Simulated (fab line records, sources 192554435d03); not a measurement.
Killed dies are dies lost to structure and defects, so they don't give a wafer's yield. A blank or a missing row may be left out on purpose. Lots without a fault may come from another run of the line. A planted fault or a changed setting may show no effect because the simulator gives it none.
Chamber matching | flow n5_finfet | N5_MOL_CONTACT_COAG_ETCH_105 on rie_diel-03: 3 sister chambers
The step etches SiARC in CF4, target depth 15.6 nm, time 26 s. 3 wafers are shown with their chamber, then 6 later ones without.

WAFERS WITH THEIR CHAMBER
wafer  | chamber | showerhead_plenum_p_Torr (Torr)
L078.5 | 3       | 2.16
L079.1 | 0       | 2.05
L079.3 | 2       | 2.03

WAFERS WITHOUT THEIR CHAMBER
wafer  | showerhead_plenum_p_Torr (Torr)
L079.5 | 2.05
L091.1 | 2.04
L091.4 | 2.15
L091.5 | 2.28
L095.5 | 2.03
L095.6 | 2.14

WHICH CHAMBER EACH WENT THROUGH
wafer  | from the rows above          | in truth
L079.5 | can't be placed: 0 or 2      | 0
L091.1 | can't be placed: 0 or 2      | 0
L091.4 | can't be placed: 3 or 0      | 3
L091.5 | 3                            | 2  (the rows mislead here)
L095.5 | can't be placed: 2 or 0      | 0
L095.6 | can't be placed: 3 or 0 or 2 | 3
Placed correctly: 0 of 6. Can't be placed from these rows: 5 (the true chamber is among the candidates in 5). Placed wrongly: 1.
How it was worked out, from the rows above alone: a wafer's distance from a chamber is the root of the sum, over the readings, of the square of ((its reading less the chamber's mean) divided by the reading's scatter). The wafer belongs to the nearest chamber; if the next one is less than 2 further off, it can't be placed. A chamber's mean is the mean of its shown wafers. The scatter: with one shown wafer a chamber, the root of the mean of the squares of how far each hidden wafer lies from its nearest shown one.
